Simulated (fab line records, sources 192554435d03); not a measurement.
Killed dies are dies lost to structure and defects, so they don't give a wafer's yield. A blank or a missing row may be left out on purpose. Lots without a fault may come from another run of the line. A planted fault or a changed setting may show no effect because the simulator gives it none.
Chamber matching | flow n5_finfet | N5_DUMMY_GATE_STRIP_41 on rie_diel-01: 4 sister chambers
The step strips in O2. 22 wafers are shown with their chamber, then 11 later ones without.

WAFERS WITH THEIR CHAMBER
wafer  | chamber | showerhead_plenum_p_Torr (Torr) | drypump_motor_current_A (A) | throttle_valve_pct (%)
L074.2 | 2       | 2.18                            | 5.5                         | 16.94
L074.3 | 0       | 2.12                            | 5.7                         | 16.93
L074.6 | 0       | 2.12                            | 5.7                         | 16.92
L075.2 | 0       | 2.12                            | 5.8                         | 16.92
L075.3 | 1       | 2.10                            | 6.1                         | 16.87
L075.5 | 0       | 2.12                            | 5.8                         | 16.91
L076.1 | 0       | 2.12                            | 5.7                         | 16.93
L076.4 | 2       | 2.18                            | 5.5                         | 16.96
L076.5 | 0       | 2.12                            | 5.7                         | 16.93
L077.3 | 1       | 2.10                            | 6.1                         | 16.88
L077.5 | 2       | 2.18                            | 5.5                         | 16.95
L077.6 | 1       | 2.09                            | 6.0                         | 16.86
L079.2 | 3       | 2.00                            | 6.5                         | 16.67
L079.4 | 2       | 2.18                            | 5.5                         | 16.95
L079.6 | 3       | 2.00                            | 6.5                         | 16.66
L081.2 | 2       | 2.18                            | 5.5                         | 16.98
L081.3 | 0       | 2.11                            | 5.8                         | 16.93
L081.5 | 0       | 2.12                            | 5.8                         | 16.93
L083.2 | 2       | 2.18                            | 5.5                         | 16.98
L083.3 | 1       | 2.09                            | 6.0                         | 16.89
L083.5 | 2       | 2.18                            | 5.5                         | 17.00
L086.2 | 0       | 2.11                            | 5.7                         | 16.96

SIGNATURES (means of the wafers above)
reading                  | chamber 0 | chamber 1 | chamber 2 | chamber 3 | scatter within a chamber
showerhead_plenum_p_Torr | 2.1178    | 2.0950    | 2.1800    | 2.0000    | 0.00377
drypump_motor_current_A  | 5.744     | 6.050     | 5.500     | 6.500     | 0.0423
throttle_valve_pct       | 16.9289   | 16.8750   | 16.9657   | 16.6650   | 0.0163
Rule: a wafer's distance from a chamber is the root of the sum, over the readings, of the square of ((its reading less the chamber's mean) divided by the reading's scatter). The wafer belongs to the nearest chamber; if the next one is less than 2 further off, it can't be placed. The scatter: the root of (the sum of the squares of (reading less its chamber's mean) over the shown wafers, divided by (wafers less chambers)).

WAFERS WITHOUT THEIR CHAMBER
wafer  | showerhead_plenum_p_Torr (Torr) | drypump_motor_current_A (A) | throttle_valve_pct (%)
L086.3 | 1.99                            | 6.4                         | 16.70
L086.4 | 2.17                            | 5.5                         | 16.99
L090.2 | 1.99                            | 6.4                         | 16.72
L090.3 | 2.17                            | 5.5                         | 17.00
L090.4 | 2.09                            | 6.1                         | 16.92
L094.1 | 2.17                            | 5.5                         | 17.02
L094.2 | 2.09                            | 6.1                         | 16.92
L094.3 | 1.99                            | 6.4                         | 16.73
L096.3 | 1.99                            | 6.4                         | 16.71
L096.5 | 1.99                            | 6.4                         | 16.72
L096.6 | 2.10                            | 5.7                         | 17.00

WHICH CHAMBER EACH WENT THROUGH
wafer  | from the rows above | in truth
L086.3 | 3                   | 3
L086.4 | 2                   | 2
L090.2 | 3                   | 3
L090.3 | 2                   | 2
L090.4 | 1                   | 1
L094.1 | 2                   | 2
L094.2 | 1                   | 1
L094.3 | 3                   | 3
L096.3 | 3                   | 3
L096.5 | 3                   | 3
L096.6 | 0                   | 0
Placed correctly: 11 of 11. Can't be placed from these rows: 0. Placed wrongly: 0.
